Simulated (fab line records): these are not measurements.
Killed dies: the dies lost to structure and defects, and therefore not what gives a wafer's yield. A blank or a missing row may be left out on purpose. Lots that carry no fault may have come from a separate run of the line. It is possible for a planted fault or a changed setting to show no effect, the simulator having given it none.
Problem report in the 8D (eight disciplines) form, filled by code ; flow nand_harc ; the parts of the form that need people (team, actions taken, sign-off) are left out

## 1. PROBLEM STATEMENT
raw_defect_count at NHARC_A_DECK1_JOINT_INSPECT_05 reads a mean of 1489 on 2 wafers of 1 lot; wafers without a fault read 314 with a standard deviation of 110. Relative to the usual mean, that is a shift of +11 standard deviations.
First observed at day 16 15:31: wafer L166.4, on defect_inspect-02. The record has a number at this step for 36 wafers belonging to 12 lots. Rule for "out" (also "out of limits"): further than 4 standard deviations from the usual mean. All remaining wafers that have a number are taken as sound.

## 2. WHAT THIS IS AND IS NOT
question;is;is not
which readings at this step;raw_defect_count;-
which lots;L166;L156, L157, L158, L163, L171, L172, L173, L174, L175, L176, L178
which wafers of those lots;L166.4, L166.5;L166.2
read on which gauges;defect_inspect-02;defect_inspect-01
when;from day 16 15:31;"up to then (13 sound wafers); but 21 sound wafers of L171, L172, L173, L174, L175, L176, L178 came after"

## 3. WHAT RULES OUT EACH SUSPECT
Counting: any tool at a process step up to the reading remains a suspect provided it ran every lot that is out. Sound lots after the first of them don't rule it out here, since some wafers of a struck lot are sound.
- the gauge at NHARC_A_DECK1_JOINT_INSPECT_05 is ruled out. All the wafers that are out were read on defect_inspect-02, but those of them that NHARC_END_SORT_01 has rows for are out there too, on other tools.
- ald_sin_batch-01 at NHARC_A_CHANNEL_FILL_D1_ALD_15 (deposits SiNx, target thk 2 nm, pulse time 60 s, ald cycles 19): kept. It ran the lot that is out, L166 (day 15 12:51). With no start given for some of its lots, NHARC_A_CHANNEL_FILL_D1_ALD_15 uses the hours and lot order of NHARC_A_DECK1_JOINT_ETCHBACK_00.
- rie_diel-02 at NHARC_A_CHANNEL_FILL_D1_ETCHBACK_08 (etches the open film in C4F8, target depth 220 nm, time 110 s): kept. The lot that is out, L166, ran on it at day 15 12:51; the last sound lot it ran before that was L163, at day 13 21:23. With no start given for some of its lots, NHARC_A_CHANNEL_FILL_D1_ETCHBACK_08 uses the hours and lot order of NHARC_A_DECK1_JOINT_ETCHBACK_00.
- rie_si-03 at NHARC_A_DECK1_JOINT_ETCHBACK_00 (etches the open film in HBr, target depth 30 nm, time 17.4 s): kept. The lot that is out, L166, ran on it at day 15 12:51; the last sound lot it ran before that was L163, at day 13 21:23.
- cmp-01 at NHARC_A_DECK1_JOINT_CMP_02 (polishes SiOx): kept. The lot that is out, L166, ran on it at day 16 14:42; the last sound lot it ran before that was L163, at day 14 17:24.
- Within rie_diel-02 at NHARC_A_CHANNEL_FILL_D1_ETCHBACK_08: the wafers that are out ran in chambers 0, 2; their sound lot-mates ran in chamber 1.
- Within rie_si-03 at NHARC_A_DECK1_JOINT_ETCHBACK_00: the wafers that are out ran in chambers 1, 2; their sound lot-mates ran in chamber 3.
- Within cmp-01 at NHARC_A_DECK1_JOINT_CMP_02: the wafers that are out ran in chamber 1; their sound lot-mates ran in chamber 0.
Left after counting: ald_sin_batch-01 at NHARC_A_CHANNEL_FILL_D1_ALD_15, rie_diel-02 at NHARC_A_CHANNEL_FILL_D1_ETCHBACK_08, rie_si-03 at NHARC_A_DECK1_JOINT_ETCHBACK_00, cmp-01 at NHARC_A_DECK1_JOINT_CMP_02.

## 4. THE CAUSE (what the simulator had put in)
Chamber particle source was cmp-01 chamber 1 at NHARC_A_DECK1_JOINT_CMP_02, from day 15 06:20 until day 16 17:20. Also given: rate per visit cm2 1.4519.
4 suspects survive the count, and this tool is in that group.

## 5. THE EFFECT CHAIN, in route order
Each row: a reading where the mean over the struck wafers with a number is more than 3 standard deviations away from the usual. Readings are gone through only where the record gives a usual standard deviation; hours: the median, over the lots, of the time from a lot's start at the first step in this table giving one to that lot's start at this step; sigmas: the change measured in usual standard deviations.
hours;step;reading;usual;on struck wafers;change;sigmas
0;NHARC_A_DECK1_JOINT_INSPECT_05;raw_defect_count;314;1489;+1175;+11
311;NHARC_END_SORT_01;killed_at_array;65;524;+458;+24
311;NHARC_END_SORT_01;killed_dies;69;525;+456;+24

## 6. WHAT WOULD HAVE CAUGHT IT SOONER
The first out-of-limits reading at a measuring or inspecting step in this record came at day 16 15:31, 33 hours after the fault's start at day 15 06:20.
No tool reading at NHARC_A_DECK1_JOINT_CMP_02 that has a usual standard deviation in the record was out on any struck wafer, so an alarm limit of 4 standard deviations on those readings would not have fired.
Each of the lots that are out, 1 in all, had begun NHARC_A_DECK1_JOINT_CMP_02 on cmp-01 no later than day 16 15:31. Tool hold at that time: it would have spared none of them.
